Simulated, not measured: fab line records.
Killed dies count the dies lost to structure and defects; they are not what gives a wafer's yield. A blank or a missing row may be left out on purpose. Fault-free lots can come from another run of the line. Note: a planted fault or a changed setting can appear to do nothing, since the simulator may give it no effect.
Struck lot and sound lot, side by side + flow nandHarc + 15 out of 1159 route steps
Sound: wafers L644.2, L644.5, L644.6. Struck: wafers L637.2, L637.3, L637.6. Last of all comes the cause.
Each step with rows lists, per side, the tool, then ch with its chambers, then its first start. Under that, the readings that differ: sound wafers + struck wafers + difference of the means + sigmas: that difference in standard deviations of wafers without a fault.
alike: a reading whose means differ by less than 2 such deviations, as well as words and numbers matching on both sides. not compared: withheld readings; readings where some wafer has no value; bounds like >300 that might hide an equal value; numbers whose values overlap and for which the record gives no deviation.
The two part at a step that has a row with sigmas, a row that says differs or no value, or rows on one side only. Numbers that have no deviation but don't overlap get no sigmas and don't part them. A reading missing from all wafers of one side parts the sides only when that side holds two or more wafers.

first, 6 steps without rows for these wafers: NHARC_A_CHANNEL_HOLE_D1_COAT_04 (resist thk 90 nm); NHARC_A_CHANNEL_HOLE_D1_SOFTBAKE_05 (time 55 s); NHARC_A_CHANNEL_HOLE_D1_EBR_06; NHARC_A_CHANNEL_HOLE_D1_EXPOSE_07 (exposes mask HOLE D1, target cd 100 nm); NHARC_A_CHANNEL_HOLE_D1_PEB_08 (peb time 65 s); NHARC_A_CHANNEL_HOLE_D1_DEVELOP_09 (develop time 35 s).
NHARC_A_CHANNEL_HOLE_D1_CD_MEAS_10: target cd 100 nm.
  sound on cdSem-01 ch 0, day 12 06:03; struck on cdSem-01 ch 0, day 10 04:51
  alike: cdNm
NHARC_A_CHANNEL_HOLE_D1_OVL_MEAS_11:
  struck on overlay-02, day 10 04:56; sound on overlay-01, day 12 06:08
  alike: overlayXNm, overlayYNm
NHARC_A_CHANNEL_HOLE_D1_INSPECT_12:
  struck on defectInspect-02, day 10 04:58; sound on defectInspect-02, day 12 06:10
  alike: rawDefectCount
NHARC_A_CHANNEL_HOLE_D1_DESCUM_15: chemistry O2, time 3 s.
  sound on rieDiel-02 ch 0,1,3, day 12 06:15; struck on rieDiel-07 ch 0,2,3, day 10 05:02
  alike: drypumpMotorCurrentA, oesProductAu, rfVppV, showerheadPlenumPTorr, throttleValvePct
  not compared: rfHoursCounterH
NHARC_A_CHANNEL_HOLE_D1_ETCH_38: etches the open film in CF4, target depth 39 nm, time 65 s.
  sound on rieDiel-02 ch 0,3, day 12 06:19; struck on rieDiel-07 ch 2,3, day 10 05:08
| reading   | sound               | struck            | difference | sigmas |
|-----------|---------------------|-------------------|------------|--------|
| biasW (W) | 100.40 100.23 99.67 | 99.96 99.46 99.01 | -0.62      | -2     |
  alike: cf4FlowSccm, drypumpMotorCurrentA, oesProductAu, rfVppV, showerheadPlenumPTorr, throttleValvePct
  not compared: rfHoursCounterH
NHARC_A_CHANNEL_HOLE_D1_ETCH_39: etches the open film in N2/H2, target depth 260 nm, time 325 s.
  sound on rieDiel-02 ch 0,1,2; struck on rieDiel-07 ch 0,2
  alike: biasW, chamberPressureMTorr, drypumpMotorCurrentA, oesProductAu, rfVppV, showerheadPlenumPTorr, throttleValvePct
  not compared: rfHoursCounterH
NHARC_A_CHANNEL_HOLE_D1_ETCH_34: etches the open film in CF4/CHF3, target depth 154 nm, time 77 s.
  sound on rieDiel-02 ch 0,3, day 12 06:40; struck on rieDiel-07 ch 2,3, day 10 05:35
  no value came back on the struck wafers for any of 7 readings (biasW (W), cf4FlowSccm (sccm) and others); on the sound wafers biasW (W) reads 199.7 199.1 200.1
  not compared: rfHoursCounterH
NHARC_A_CHANNEL_HOLE_D1_ETCH_16: etches the open film in O2/COS, target depth 3100 nm, time 806 s.
  sound on rieDiel-02 ch 0,1,2; struck on rieDiel-07 ch 0,3
| reading    | sound             | struck            | difference | sigmas |
|------------|-------------------|-------------------|------------|--------|
| rfVppV (V) | 312.3 311.3 311.5 | 318.4 314.0 316.6 | +4.6       | +2     |
  alike: biasW, chamberPressureMTorr, drypumpMotorCurrentA, oesProductAu, showerheadPlenumPTorr, throttleValvePct
  not compared: rfHoursCounterH
-- record jumps: 11 days between struck wafers' starts before vs after; left off in module A_CHANNEL_HOLE_D1, resumes in module END, first step shown is number 1159 of the route --
NHARC_END_SORT_01:
  sound on prober-01 ch 0, day 23 22:43; struck on prober-02 ch 0, day 21 12:52
| reading       | sound    | struck                                                            | difference                   | sigmas |
|---------------|----------|-------------------------------------------------------------------|------------------------------|--------|
| hold          | - - -    | awaitDispo/1.4h/scrap awaitDispo/1.4h/scrap awaitDispo/1.4h/scrap | no value on the sound wafers |        |
| killedAtArray | 43 50 43 | 669 672 673                                                       | +626                         | +65    |
| killedDies    | 43 50 47 | 677 677 677                                                       | +630                         | +65    |
  alike: killedAtOther, killedAtPeriphery, killedOpen, killedShort

WHERE THEY PART
Last at NHARC_END_SORT_01 as far as this record goes, first at NHARC_A_CHANNEL_HOLE_D1_ETCH_38.

WHY: what the simulator had put in
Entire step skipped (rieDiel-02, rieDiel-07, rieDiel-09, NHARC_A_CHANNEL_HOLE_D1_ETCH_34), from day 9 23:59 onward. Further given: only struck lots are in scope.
